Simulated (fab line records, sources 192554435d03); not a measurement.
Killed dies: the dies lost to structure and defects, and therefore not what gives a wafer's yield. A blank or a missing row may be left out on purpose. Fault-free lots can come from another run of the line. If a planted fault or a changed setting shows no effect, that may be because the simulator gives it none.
What tool caused it? -- flow n5Finfet -- 11 lots with 29 wafers sampled at 5 steps, on a route of 1938 steps

## WHAT THE GAUGES SHOWED, per wafer
N5_WELL_APT_OVL_MEAS_26. Usual: PWELL_OVL gives -3 nm (standard deviation 5.4).
lot,measured,on,PWELL_OVL (nm),flag
L251,day 1 14:50,overlay-02,-1 -8 -2,
L252,day 1 21:28,overlay-01,1 -4 -1,
L253,day 2 02:53,overlay-01,-5 -10 -9,
L254,day 2 09:13,overlay-02,1 -2 1,
L255,day 2 15:05,overlay-01,-3 -2,
L256,day 2 21:26,overlay-01,-15 -4,
L257,day 3 02:50,overlay-01,-7 8,
L258,day 3 08:50,overlay-02,-18 -6,
L260,day 3 21:56,overlay-02,-2 -3 1,
L265,day 5 03:16,overlay-01,-6 -6 -4,
L269,day 6 03:01,overlay-01,4 -3 6,

N5_PMOS_HMC_CHANNEL_EPI_OVL_MEAS_10. Usual: PMOS_HMC_BLK_OVL gives -0.5 nm (standard deviation 0.74).
lot,measured,on,PMOS_HMC_BLK_OVL (nm),flag
L251,day 1 16:55,overlay-02,-0.3 0.0 -0.5,
L252,day 2 00:04,overlay-02,-0.3 0.1 0.8,
L253,day 2 05:03,overlay-02,-0.2 -1.2 -1.1,
L254,day 2 11:47,overlay-01,-0.3 -0.3 -0.3,
L255,day 2 17:17,overlay-01,0.2 -0.7,
L256,day 2 23:28,overlay-01,-3.1 -1.9,
L257,day 3 05:01,overlay-01,0.1 0.7,
L258,day 3 11:50,overlay-02,-1.4 -0.7,
L260,day 4 01:40,overlay-02,-0.8 -0.7 0.0,
L265,day 5 05:53,overlay-01,40.9 39.5 40.1,OFF
L269,day 6 05:29,overlay-01,40.0 40.0 39.6,OFF

## EACH LOT AND THE TOOL THAT RAN IT (in order: tool; ch and the chambers of the sampled wafers; start)
lot,N5_ZERO_LAYER_ETCH_18,N5_WELL_APT_RTA_34,N5_PMOS_HMC_CHANNEL_EPI_EXPOSE_06
L251,"rieSi-02 ch 2,3, day 1 12:55","rtpAnneal-01 ch 0, day 1 15:43","arfiScanner-02 ch 0, day 1 16:46"
L252,"rieSi-06 ch 0,1,2, day 1 19:08","rtpAnneal-01 ch 0, day 1 22:41","arfiScanner-02 ch 0, day 1 23:55"
L253,"rieSi-02 ch 1,2,3, day 2 00:55","rtpAnneal-02 ch 0, day 2 03:42","arfiScanner-03 ch 0, day 2 04:53"
L254,"rieSi-02 ch 2,3, day 2 06:59","rtpAnneal-02 ch 0, day 2 10:28","arfiScanner-02 ch 0, day 2 11:38"
L255,"rieSi-06 ch 1,2, day 2 12:55","rtpAnneal-01 ch 0, day 2 15:55","arfiScanner-03 ch 0, day 2 17:08"
L256,"rieSi-02 ch 1, day 2 19:20","rtpAnneal-01 ch 0, day 2 22:15","arfiScanner-03 ch 0, day 2 23:19"
L257,"rieSi-02 ch 0,3, day 3 00:55","rtpAnneal-02 ch 0, day 3 03:40","arfiScanner-01 ch 0, day 3 04:52"
L258,"rieSi-02 ch 2,3, day 3 06:55","rtpAnneal-02 ch 0, day 3 10:33","arfiScanner-03 ch 0, day 3 11:42"
L260,"rieSi-04 ch 0,2,3, day 3 18:55","rtpAnneal-02 ch 0, day 4 00:15","arfiScanner-03 ch 0, day 4 01:31"
L265,"rieSi-02 ch 0,1,3, day 5 00:55","rtpAnneal-01 ch 0, day 5 04:05","arfiScanner-01 ch 0, day 5 05:44"
L269,"rieSi-06 ch 1,2, day 6 00:55","rtpAnneal-01 ch 0, day 6 03:56","arfiScanner-01 ch 0, day 6 05:20"
- N5_ZERO_LAYER_ETCH_18: etches Si in HBr/Cl2, target depth 120 nm, time 40 s.
- N5_WELL_APT_RTA_34: time 10 s.
- N5_PMOS_HMC_CHANNEL_EPI_EXPOSE_06: exposes mask PMOS HMC BLK, target cd 240 nm.

## AS READ BY THE TOOLS THEMSELVES (means over the sampled wafers that have a number; for cases with no such wafer, the mark the record gives instead)
N5_ZERO_LAYER_ETCH_18. Usual: drypumpMotorCurrentA 5.7 A, standard deviation 0.37; mfcCl2Sccm 79.96 sccm, standard deviation 0.24; oesProductAu 1.007 a.u., standard deviation 0.016; throttleValvePct 36.3 %, standard deviation 0.37.
lot,tool,drypumpMotorCurrentA (A),mfcCl2Sccm (sccm),oesProductAu (a.u.),throttleValvePct (%),flag
L251,rieSi-02,5.9,79.67,1.018,36.6,
L252,rieSi-06,6.0,79.85,1.007,36.2,
L253,rieSi-02,5.9,80.18,1.003,36.2,
L254,rieSi-02,5.9,79.99,1.018,36.6,
L255,rieSi-06,6.0,79.78,1.012,36.0,
L256,rieSi-02,6.1,79.67,0.998,35.4,
L257,rieSi-02,5.7,79.97,1.008,36.5,
L258,rieSi-02,5.8,79.94,1.009,36.5,
L260,rieSi-04,5.3,79.88,1.012,36.2,
L265,rieSi-02,5.8,79.68,1.005,36.1,
L269,rieSi-06,6.1,79.95,1.017,36.1,

N5_WELL_APT_RTA_34. Usual: lampPowerPct 13.00 %, standard deviation 0.056; lamp_zone_1_pct 12.991 %, standard deviation 0.029; wafer_temp_C_max 1003.6, standard deviation 0.99.
lot,tool,lampPowerPct (%),lamp_zone_1_pct (%),wafer_temp_C_max,flag
L251,rtpAnneal-01,13.02,13.000,1003.3,
L252,rtpAnneal-01,13.04,13.020,1003.1,
L253,rtpAnneal-02,13.05,12.994,1004.0,
L254,rtpAnneal-02,12.95,12.994,1003.4,
L255,rtpAnneal-01,12.99,13.015,1003.6,
L256,rtpAnneal-01,13.02,13.006,1003.1,
L257,rtpAnneal-02,13.00,12.998,1003.0,
L258,rtpAnneal-02,13.00,12.992,1002.9,
L260,rtpAnneal-02,12.98,12.986,1004.7,
L265,rtpAnneal-01,13.00,12.978,1004.7,
L269,rtpAnneal-01,13.03,13.007,1003.7,

N5_PMOS_HMC_CHANNEL_EPI_EXPOSE_06. Usual: exposureDoseMJCm2 40.97, standard deviation 0.044.
lot,tool,exposureDoseMJCm2,flag
L251,arfiScanner-02,41.02,
L252,arfiScanner-02,41.02,
L253,arfiScanner-03,41.03,
L254,arfiScanner-02,40.95,
L255,arfiScanner-03,40.95,
L256,arfiScanner-03,40.95,
L257,arfiScanner-01,41.01,
L258,arfiScanner-03,41.00,
L260,arfiScanner-03,41.01,
L265,arfiScanner-01,41.00,
L269,arfiScanner-01,40.94,

## THE ANSWER, worked out from the rows above alone
Rule: take the mean of a lot's wafers that have a number; if it is more than 3 standard deviations from the usual mean, the lot is off. Also off: a lot with no number at a reading for which 4 or more lots have one. All remaining lots with rows at the step are treated as sound. The gauges are gone through in route order, then the tools' own readings, and for those a lot's mean is taken as printed above. At the first step where some lot is off, the reading lying furthest off is the one used; lots without a number count as furthest.
Off: L265, L269, seen at N5_PMOS_HMC_CHANNEL_EPI_OVL_MEAS_10 (PMOS_HMC_BLK_OVL).
A tool fits if, at a process step before that reading, it ran every lot that is off, and no sound lot after the first of them. Gauges at N5_PMOS_HMC_CHANNEL_EPI_OVL_MEAS_10: tried the same way as those tools. Can't be told from this: 3 tools fit, rtpAnneal-01 at N5_WELL_APT_RTA_34, arfiScanner-01 at N5_PMOS_HMC_CHANNEL_EPI_EXPOSE_06, overlay-01 at N5_PMOS_HMC_CHANNEL_EPI_OVL_MEAS_10.

## WHAT HAD BEEN PUT IN BY THE SIMULATOR
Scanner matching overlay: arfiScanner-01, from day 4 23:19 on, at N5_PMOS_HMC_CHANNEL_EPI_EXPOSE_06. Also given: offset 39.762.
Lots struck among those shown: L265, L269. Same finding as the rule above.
